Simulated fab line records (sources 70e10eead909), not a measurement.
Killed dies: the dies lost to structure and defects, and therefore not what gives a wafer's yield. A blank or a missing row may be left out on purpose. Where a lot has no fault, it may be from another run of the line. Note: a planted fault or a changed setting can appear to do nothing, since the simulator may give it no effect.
Struck lot and sound lot, side by side -- flow nand-harc -- 14 steps out of a route of 1159
Sound: the wafers L614.1, L614.4, L614.6. Struck: wafer L604.6 (L604.2, L604.4, from the same lot, were not struck and are left out); the cause is given at the end.
At each step with rows: each side's tool, then ch and its chambers, then its first start. Under that, the readings that differ: sound wafers -- struck wafers -- difference of the means -- sigmas: that difference in standard deviations of wafers without a fault.
alike: words and numbers the same on both sides, and readings whose means are apart by under 2 such deviations; not compared: readings that were withheld, readings missing a value for some wafer, numbers with overlapping values and no deviation given by the record, and bounds like >300 which may hide the same value.
Wherever a step has rows on one side only, a row that says differs or no value, or a row with sigmas, the two part there. Numbers that don't overlap but have no deviation are shown without sigmas and don't part them. A reading missing from all wafers of one side parts the sides only when that side holds two or more wafers.

first, 1 step without rows for these wafers: NHARC_A_ONON_D1_DEP_06 (target thk 1000 nm).
NHARC_A_ONON_D1_THK_MEAS_08: measures by ellipsometry.
  sound on film-metro-02, day 12 01:30; struck on film-metro-01, day 8 23:00
  alike: thk-nm
then, no rows for these wafers at 1 step: NHARC_A_ONON_D1_DEP_09 (target thk 1000 nm).
NHARC_A_ONON_D1_THK_MEAS_11: measures by ellipsometry.
  sound on film-metro-02, day 12 02:04; struck on film-metro-01, day 8 23:34
  alike: thk-nm
then, no rows for these wafers at 1 step: NHARC_A_ONON_D1_DEP_12 (target thk 1000 nm).
NHARC_A_ONON_D1_THK_MEAS_14: measures by ellipsometry.
  sound on film-metro-01, day 12 02:38; struck on film-metro-02, day 9 00:08
  alike: thk-nm
then, 2 steps without rows for these wafers: NHARC_A_ONON_D1_ANNEAL_15 (time 3600 s); NHARC_A_ONON_D1_DEP_16 (target thk 1000 nm).
NHARC_A_ONON_D1_THK_MEAS_18: measures by ellipsometry.
  sound on film-metro-02, day 12 10:34; struck on film-metro-01, day 9 07:17
reading,sound,struck,difference,sigmas
thk-nm (nm),1010 1012 1013,993,-19,-3
then, no rows for these wafers at 1 step: NHARC_A_ONON_D1_DEP_19 (target thk 1000 nm).
NHARC_A_ONON_D1_THK_MEAS_21: measures by ellipsometry.
  sound on film-metro-01, day 12 11:25; struck on film-metro-01, day 9 07:50
  alike: thk-nm
NHARC_A_ONON_D1_DEP_22: target thk 1000 nm.
  sound on pecvd-onon-01 ch 0, day 12 11:28; struck on pecvd-onon-02 ch 0, day 9 07:58
  alike: nh3-flow-sccm
NHARC_A_ONON_D1_THK_MEAS_24: measures by ellipsometry.
  sound on film-metro-01, day 12 11:59; struck on film-metro-01, day 9 08:25
reading,sound,struck,difference,sigmas
thk-nm (nm),1009 1007 1007,1032,+24,+2
then, no rows for these wafers at 1 step: NHARC_A_ONON_D1_DEP_25 (target thk 1000 nm).

## WHERE THEY PART
Earliest at NHARC_A_ONON_D1_THK_MEAS_18; latest, in this record, at NHARC_A_ONON_D1_THK_MEAS_24.

WHY: what had been put in by the simulator
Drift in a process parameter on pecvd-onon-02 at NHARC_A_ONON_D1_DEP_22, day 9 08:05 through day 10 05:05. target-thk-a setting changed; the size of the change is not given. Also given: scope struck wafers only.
